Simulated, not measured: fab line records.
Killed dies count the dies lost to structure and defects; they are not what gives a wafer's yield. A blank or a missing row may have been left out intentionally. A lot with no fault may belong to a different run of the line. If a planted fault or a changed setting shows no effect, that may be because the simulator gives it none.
2 desks, one fault	flow n5_finfet	each desk has only its own numbers; what lay behind them comes last

## FROM THE METROLOGY DESK
Means of the sampled wafers that have a number, per lot and without regard to the tool the lot ran on: this is what the gauges read. Marked OUT: a lot whose mean sits more than 4 standard deviations from the usual mean, which makes it out of limits; the brackets give that distance.
Columns: A = M14_OVL at N5_BEOL_M14_OVL_MEAS_29, usual 1 nm
lot	first seen here	A
L603	day 11 00:52	-2
L604	day 11 08:38	1
L605	day 11 09:06	0
L606	day 11 17:29	-4
L611	day 12 23:14	1
L614	day 13 20:36	-5
L615	day 14 13:38	4
L617	day 15 05:17	-6
L619	day 15 05:34	5
L616	day 15 05:49	3
L626	day 17 21:20	5
This desk's verdict: no lot among the 11 shows anything out of limits.

## FOR THE TOOL OWNER'S DESK: litho_track-05
The tool's own readings at N5_BEOL_M15_COAT_56 (time 60 s, resist thk 550 nm): means of the sampled wafers that have a number, for each lot that ran on this tool. Marked OUT: a lot whose mean sits more than 4 standard deviations from the usual mean, which makes it out of limits; the brackets give that distance.
Columns: A = chill_plate_temp_C at N5_BEOL_M15_COAT_56, usual 22.95 C; B = exhaust_pa at N5_BEOL_M15_COAT_56, usual 44.9 Pa; C = heater_power_total_W at N5_BEOL_M15_COAT_56, usual 500.2 W; D = plate_temp_C at N5_BEOL_M15_COAT_56, usual 250.02 C
lot	first seen here	A	B	C	D
L603	day 11 07:24	23.00	44.6	500.7	250.12
L604	day 11 14:31	22.93	44.6	498.7	249.88
L614	day 14 01:43	22.95	44.8	499.5	249.84
L615	day 14 22:11	23.05	46.5	498.2	250.18
L619	day 15 12:35	23.00	44.6	506.5	252.18 (+13) OUT
L616	day 15 12:51	23.02	45.9	506.8	252.26 (+13) OUT
This desk's finding: out of limits on L616, L619; first on L619, day 15 12:35 (plate_temp_C at N5_BEOL_M15_COAT_56). In limits: L603, L604, L614, L615.

## TAKEN TOGETHER
The tool owner's desk had the chance to raise an alarm at day 15 12:35 on L616, L619.
At the metrology desk, nothing out of limits was observed.
The metrology desk has L616, L619 on record, within its limits.
All the named lots went through N5_BEOL_M15_COAT_56 on litho_track-05.

## WHAT THE SIMULATOR HAD INSERTED
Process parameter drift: litho_track-05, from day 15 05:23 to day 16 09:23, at N5_BEOL_M15_COAT_56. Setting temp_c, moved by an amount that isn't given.
Shown lots that were struck: L616, L619.
Each desk's first reading out of limits, in hours after the fault started: the tool owner's desk, 7.
